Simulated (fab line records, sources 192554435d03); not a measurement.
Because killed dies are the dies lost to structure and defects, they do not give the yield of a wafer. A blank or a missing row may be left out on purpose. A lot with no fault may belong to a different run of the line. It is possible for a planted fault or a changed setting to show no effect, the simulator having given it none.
Split-lot study | flow n5Finfet | route with 1938 steps; 7 lots, 21 wafers read

## ABOUT THE SPLIT
At N5_HKMG_FIN_EXPOSE_46 (exposes mask NDIPOLE), the setting doseMj was moved away from the recipe's 40 on 7 of the 21 wafers read, by -4.1% to +6.4%. For the rest of the wafers, this setting stayed at what the recipe calls for.

## FROM THE SPLIT TO THE READING: what the file shows between them, 2 steps
- N5_HKMG_FIN_PEB_47: peb time 60 s
- N5_HKMG_FIN_DEVELOP_48: develop time 30 s

## THE READING
cdNm, in nm, at N5_HKMG_FIN_CD_MEAS_49 (target cd 202 nm). Typical for fault-free wafers on this fab line: 201.8 nm, with standard deviation 0.86 nm.

wafer  | tool, chamber at the split | doseMj as run | against the recipe | cdNm, nm | against lot-mates on the recipe
L076.2 | arfiScanner-03, 0          | 42.56         | +6.4%              | 205.3    | +4.0
L076.4 | arfiScanner-03, 0          | 40            | recipe             | 201.3    | -
L076.5 | arfiScanner-03, 0          | 42.56         | +6.4%              | 205.9    | +4.6
L085.1 | arfiScanner-01, 0          | 40            | recipe             | 201.5    | -
L085.2 | arfiScanner-01, 0          | 40            | recipe             | 203.3    | -
L085.4 | arfiScanner-01, 0          | 40            | recipe             | 201.7    | -
L086.1 | arfiScanner-01, 0          | 40            | recipe             | 202.2    | -
L086.5 | arfiScanner-01, 0          | 40            | recipe             | 203.3    | -
L086.6 | arfiScanner-01, 0          | 40            | recipe             | 203.1    | -
L087.1 | arfiScanner-01, 0          | 38.36         | -4.1%              | 199.3    | -2.9
L087.4 | arfiScanner-01, 0          | 40            | recipe             | 202.2    | -
L087.6 | arfiScanner-01, 0          | 38.36         | -4.1%              | 199.1    | -3.1
L091.2 | arfiScanner-02, 0          | 40            | recipe             | 202.3    | -
L091.3 | arfiScanner-02, 0          | 40.97         | +2.4%              | 203.6    | +1.5
L091.4 | arfiScanner-02, 0          | 40            | recipe             | 201.9    | -
L095.1 | arfiScanner-02, 0          | 41.02         | +2.6%              | 201.6    | +1.1
L095.3 | arfiScanner-02, 0          | 40            | recipe             | 200.5    | -
L095.4 | arfiScanner-02, 0          | 41.02         | +2.6%              | 201.9    | +1.4
L096.2 | arfiScanner-02, 0          | 40            | recipe             | 199.0    | -
L096.3 | arfiScanner-02, 0          | 40            | recipe             | 201.4    | -
L096.5 | arfiScanner-02, 0          | 40            | recipe             | 201.5    | -

THE FIT
A straight line over all 21 wafers: cdNm changes by +0.563 nm for each +1% of doseMj; r = +0.81; the points scatter about the line by 1.1 nm.
The same after taking each lot's own level away (the mean of its wafers on the recipe; 21 wafers): +0.674 nm for each +1%; r = +0.94; scatter 0.62 nm.
According to that fit, moving doseMj by its largest amount changes the reading by 4.3 nm.
Measured against the standard deviation above, the lots' own levels, which go from 200.50 to 202.87 nm, span 2.8 times it.
Thus the slope moves with the lot-to-lot level: the two fits are different.
Check: with one of the wafers moved furthest among these (+6.4%) left out of the fit, the line predicts +4.35 nm for it against its lot-mates. It came out at +4 nm against them.

## ADDITIONAL SPLITS CARRIED BY THESE WAFERS
Note: prior to the reading, these wafers also went through further splits. Each is held against what the fit with the lots' levels taken away leaves over:
other split on the same wafers | wafers away from the commonest value | r with cdNm (lot level and that fit taken away)
N5_SD_EPI_P_COAT_03 spinRpm    | 5                                    | -0.25
N5_HKMG_FIN_COAT_43 spinRpm    | 7                                    | +0.20

## THE FILE'S OWN FIT
cdNm changes by +0.657 nm for each +1% of doseMj, r = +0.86.
